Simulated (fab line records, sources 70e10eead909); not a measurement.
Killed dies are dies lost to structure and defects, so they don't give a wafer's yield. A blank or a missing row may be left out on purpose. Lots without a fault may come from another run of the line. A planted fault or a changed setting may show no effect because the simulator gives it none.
fab line records | flow nand_harc
record lots=13 wafers=39 last_day=33
route steps=1302 shown A_ZERO_WELL@401 A_SOURCE_PLATE@416 A_ONON_D1@426 END@1302
lots that met no fault: from a run of the same line without faults
start_h: hours from the record's first day to the start of the lot's first wafer shown | wait_h: hours since the lot's step before | " the same as in the row above | L1.1+2: a row that stands for several wafers | - no value, or no start given | * or withheld: withheld | < > ~ a bound
route shown NAME@n: a module of which the file shows steps, and the number in the route of the first | usual: mean/standard deviation of fault-free wafers | same: alike in all rows | chamber/n: place in a boat | sites: the reading at each site | _std_site: their standard deviation | _edge_site: outer sites' mean less inner sites' | radius_mm: how far each site lies from the wafer's centre | mask NAME#n: copy n | behind: the tool/chamber that last shaped the wafer | hold: why the lot was held/for how many hours/how that ended | device: the transistor (n, p or np) that didn't switch | end of line: the same wafers' tests at the end of the route | a step without rows: its recipe alone | killed: dies lost to structure and defects at the first sort, not the wafer's yield | map: a wafer's dies, x killed, . not, _ none there
set.NAME: the setting as run; set.NAME@STEP: as run at that earlier step | model.NAME: the simulator's own value behind a step, which no gauge read
steps of the route over a sample of lots; a table a step, a row a wafer
services: from which hour (start_h, from the record's first day; less than 0 if before it) a tool's chamber was out of use, for how many hours, and why
## steps
# step NHARC_A_ZERO_WELL_CD_MEAS_10
# recipe target_cd_nm=2000 landing_energy_ev=500
# usual cd_nm=1999.0/2.4
# columns lot.wafer tool chamber start_h wait_h cd_nm
L364.1 cd_sem-01 0 143.39 - 1994.5
L364.5 " 0 " " 2002.9
L364.6 " 0 " " 1999.0
L366.1 cd_sem-03 0 155.29 - 2002.8
L366.3 " 0 " " 2003.3
L366.5 " 0 " " 1999.7
L367.1 cd_sem-02 0 174.35 - 2004.8
L367.2 " 0 " " 1999.4
L367.6 " 0 " " 2001.8
L368.1 cd_sem-01 0 175.66 - 2001.6
L368.2 " 0 " " 1996.5
L368.4 " 0 " " 1996.1
L369.2 cd_sem-02 0 192.66 - 2003.4
L369.3 " 0 " " 2000.5
L369.4 " 0 " " 2000.9
L370.2 cd_sem-01 0 199.98 - 1997.5
L370.4 " 0 " " 1998.5
L370.5 " 0 " " 1997.8
L371.3 cd_sem-02 0 208.45 - 1999.3
L371.4 " 0 " " 1998.8
L371.6 " 0 " " 2001.1
L379.1 cd_sem-01 0 284.09 - 1995.0
L379.4 " 0 " " 1999.3
L379.6 " 0 " " 1997.1
L380.1 cd_sem-02 0 299.46 - 1995.0
L380.3 " 0 " " 2000.6
L380.6 " 0 " " 1998.3
L381.1 cd_sem-01 0 304.97 - 2000.9
L381.5 " 0 " " 1997.4
L381.6 " 0 " " 2002.3
L385.2 cd_sem-03 0 346.35 - 2001.5
L385.3 " 0 " " 1995.6
L385.6 " 0 " " 1998.9
L386.3 cd_sem-02 0 359.90 - 1998.5
L386.4 " 0 " " 1999.4
L386.6 " 0 " " 2004.0
L387.1 cd_sem-02 0 375.49 - 1997.7
L387.3 " 0 " " 1997.5
L387.6 " 0 " " 1997.2
# step NHARC_A_SOURCE_PLATE_THK_MEAS_09
# recipe thk_meas_gauge=ellipsometry
# usual thk_nm=9.8/1
# columns lot.wafer tool chamber start_h wait_h thk_nm
L364.1 film_metro-01 - 151.91 0.4 9.6
L364.5 " - " " 11.0
L364.6 " - " " 10.1
L366.1 film_metro-01 - 163.87 0.4 9.0
L366.3 " - " " 11.8
L366.5 " - " " 9.7
L367.1 film_metro-02 - 182.72 0.4 9.5
L367.2 " - " " 9.1
L367.6 " - " " 11.3
L368.1 film_metro-01 - 182.72 0.4 9.5
L368.2 " - " " 9.9
L368.4 " - " " 9.6
L369.2 film_metro-02 - 201.31 0.4 9.3
L369.3 " - " " 9.5
L369.4 " - " " 8.3
L370.2 film_metro-02 - 208.35 0.4 8.9
L370.4 " - " " 9.2
L370.5 " - " " 13.2
L371.3 film_metro-02 - 217.18 0.4 9.9
L371.4 " - " " 11.4
L371.6 " - " " 11.5
L379.1 film_metro-01 - 292.74 0.4 9.4
L379.4 " - " " 7.8
L379.6 " - " " 9.4
L380.1 film_metro-01 - 311.62 0.4 8.7
L380.3 " - " " 7.9
L380.6 " - " " 9.3
L381.1 film_metro-02 - 311.62 0.4 8.6
L381.5 " - " " 9.8
L381.6 " - " " 9.7
L385.2 film_metro-01 - 352.33 0.4 9.5
L385.3 " - " " 9.7
L385.6 " - " " 9.7
L386.3 film_metro-01 - 368.16 0.4 9.3
L386.4 " - " " 8.6
L386.6 " - " " 10.0
L387.1 film_metro-01 - 383.52 0.4 11.3
L387.3 " - " " 10.5
L387.6 " - " " 9.9
# step NHARC_A_ONON_D1_DEP_03
# recipe target_thk_a=10000 n2_flow_sccm=2750 n2o_flow_sccm=2000 nh3_flow_sccm=500 sih4_flow_sccm=210 temp_c=400
# usual susceptor_temp_C=399.99/0.23
# columns lot.wafer tool chamber start_h wait_h susceptor_temp_C
L364.1 pecvd_onon-02 0 162.57 0.1 400.14
L364.5 " 0 " " 399.99
L364.6 " 0 " " 400.46
L366.1 pecvd_onon-04 0 177.16 0.1 399.94
L366.3 " 0 " " 399.86
L366.5 " 0 " " 399.62
L367.1 pecvd_onon-01 0 196.35 0.1 399.85
L367.2 " 0 " " 400.06
L367.6 " 0 " " 399.88
L368.1 pecvd_onon-04 0 196.36 0.1 400.11
L368.2 " 0 " " 400.32
L368.4 " 0 " " 400.13
L369.2 pecvd_onon-04 0 214.61 0.1 400.17
L369.3 " 0 " " 400.27
L369.4 " 0 " " 399.90
L370.2 pecvd_onon-04 0 221.66 0.1 400.15
L370.4 " 0 " " 399.99
L370.5 " 0 " " 400.05
L371.3 pecvd_onon-01 0 230.51 0.2 400.40
L371.4 " 0 " " 400.25
L371.6 " 0 " " 400.55
L379.1 pecvd_onon-04 0 308.61 0.1 399.83
L379.4 " 0 " " 399.84
L379.6 " 0 " " 399.90
L380.1 pecvd_onon-01 0 324.79 0.1 399.94
L380.3 " 0 " " 400.16
L380.6 " 0 " " 399.86
L381.1 pecvd_onon-02 0 324.80 0.1 400.29
L381.5 " 0 " " 400.06
L381.6 " 0 " " 399.96
L385.2 pecvd_onon-02 0 365.99 0.1 400.42
L385.3 " 0 " " 400.34
L385.6 " 0 " " 400.01
L386.3 pecvd_onon-04 0 381.86 0.2 400.27
L386.4 " 0 " " 400.36
L386.6 " 0 " " 400.36
L387.1 pecvd_onon-02 0 399.66 0.1 400.01
L387.3 " 0 " " 399.72
L387.6 " 0 " " 400.10
# step NHARC_A_ONON_D1_THK_MEAS_05
# recipe thk_meas_gauge=ellipsometry
# usual thk_nm=997/9.9
# columns lot.wafer tool chamber start_h wait_h thk_nm
L364.1 film_metro-02 - 163.09 - 974
L364.5 " - " " 976
L364.6 " - " " 973
L366.1 film_metro-01 - 177.67 - 998
L366.3 " - " " 1000
L366.5 " - " " 998
L367.1 film_metro-01 - 196.85 - 1005
L367.2 " - " " 1006
L367.6 " - " " 1004
L368.1 film_metro-02 - 196.87 - 991
L368.2 " - " " 992
L368.4 " - " " 993
L369.2 film_metro-01 - 215.07 - 1003
L369.3 " - " " 1001
L369.4 " - " " 1002
L370.2 film_metro-02 - 222.11 - 991
L370.4 " - " " 991
L370.5 " - " " 990
L371.3 film_metro-02 - 230.91 - 996
L371.4 " - " " 1000
L371.6 " - " " 998
L379.1 film_metro-01 - 309.12 - 982
L379.4 " - " " 1066
L379.6 " - " " 987
L380.1 film_metro-02 - 325.31 - 999
L380.3 " - " " 997
L380.6 " - " " 997
L381.1 film_metro-01 - 325.31 - 1004
L381.5 " - " " 1003
L381.6 " - " " 1004
L385.2 film_metro-02 - 366.44 - 1004
L385.3 " - " " 1001
L385.6 " - " " 1002
L386.3 film_metro-01 - 382.26 - 987
L386.4 " - " " 986
L386.6 " - " " 986
L387.1 film_metro-02 - 400.17 - 1012
L387.3 " - " " 1013
L387.6 " - " " 1012
# step NHARC_END_SORT_01
# recipe temp_c=25
# usual killed_at_array=52/17 killed_at_other=1.2/1.4 killed_at_periphery=4.7/2.9 killed_dies=58/17 killed_open=3.2/1.9 killed_short=2.4/1.4
# same gross_dies=677
# columns lot.wafer tool chamber start_h wait_h killed_at_array killed_at_other killed_at_periphery killed_dies killed_open killed_short
L379.1 prober-01 0 697.97 2.5 47 0 2 49 5 3
L379.4 prober-01 0 700.40 3.4 676 0 1 677 5 2
L379.6 prober-01 0 702.01 4.0 65 2 0 67 0 5
# killed by level:class
L379.1 A_CHANNEL_HOLE_D1:chamber_film_flake=19 A_SLIT:chamber_film_flake=14 A_CHANNEL_FILL_D2:chamber_film_flake=2 A_STAIRCASE:chamber_film_flake=2 A_SGD_CUT:chamber_film_flake=2 P_CONTACT:geometric_particle:short=1 A_CHANNEL_HOLE_D1:geometric_particle:open=1 A_DECK1_JOINT:geometric_particle:open=1
L379.4 A_ONON_D1:area_dep=613 A_SLIT:chamber_film_flake=25 A_CHANNEL_HOLE_D1:chamber_film_flake=18 A_CONTACT:chamber_film_flake=7 A_DECK1_JOINT:geometric_particle:short=2 A_DECK1_JOINT:geometric_particle:open=2 A_SGD_CUT:chamber_film_flake=2 A_CHANNEL_FILL_D1:geometric_particle:open=1
L379.6 A_SLIT:chamber_film_flake=34 A_CHANNEL_HOLE_D1:chamber_film_flake=15 A_CONTACT:chamber_film_flake=4 A_CHANNEL_FILL_D2:chamber_film_flake=2 A_STAIRCASE:chamber_film_flake=2 A_SGD_CUT:chamber_film_flake=2 A_SOURCE_PLATE:geometric_particle:short=1 A_ONON_D1:geometric_particle:short=1
## services
# columns tool chamber start_h hours kind
pecvd_onon-02 - 185.00 13.0 pm
pecvd_onon-01 - 269.56 13.0 pm
pecvd_onon-04 - 311.00 13.0 pm
pecvd_onon-02 - 366.28 13.0 pm
## key
first_sign step=NHARC_A_ONON_D1_THK_MEAS_05 reading=thk_nm direction=up sigmas=6.9 usual=997 struck=1066
effect step=NHARC_END_SORT_01 reading=killed_at_array direction=up sigmas=37 usual=52 struck=676
more_kills_born_at NHARC_A_ONON_D1_DEP_03@pecvd_onon-04=613
met_at NHARC_A_ONON_D1_DEP_03
struck_lots L379
struck_wafers L379.4
later_rows_left_out L379.4
tester_left_out L379
not_acting_at NHARC_A_ZERO_WELL_CD_MEAS_10,NHARC_A_SOURCE_PLATE_THK_MEAS_09
onset_between 221.66 308.61
fault kind=process_parameter_drift tool=pecvd_onon-04 chamber=- onset_h=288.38 steps=NHARC_A_ONON_D1_DEP_03 channel=target_thk_a offset=* shape=step end_h=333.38 scope=struck_wafers_only acts_in=* stated=*
# tester_left_out: of these lots the tester's yield and bins aren't shown, on N5 and GAA mostly nor the transistor test; their killed dies are dies lost to structure and defects alone, not to doping, threshold or leakage, so they don't give the yield
# later_rows_left_out: the simulator's readings of these wafers behind a module that went badly wrong aren't trusted and aren't shown, but for the sort
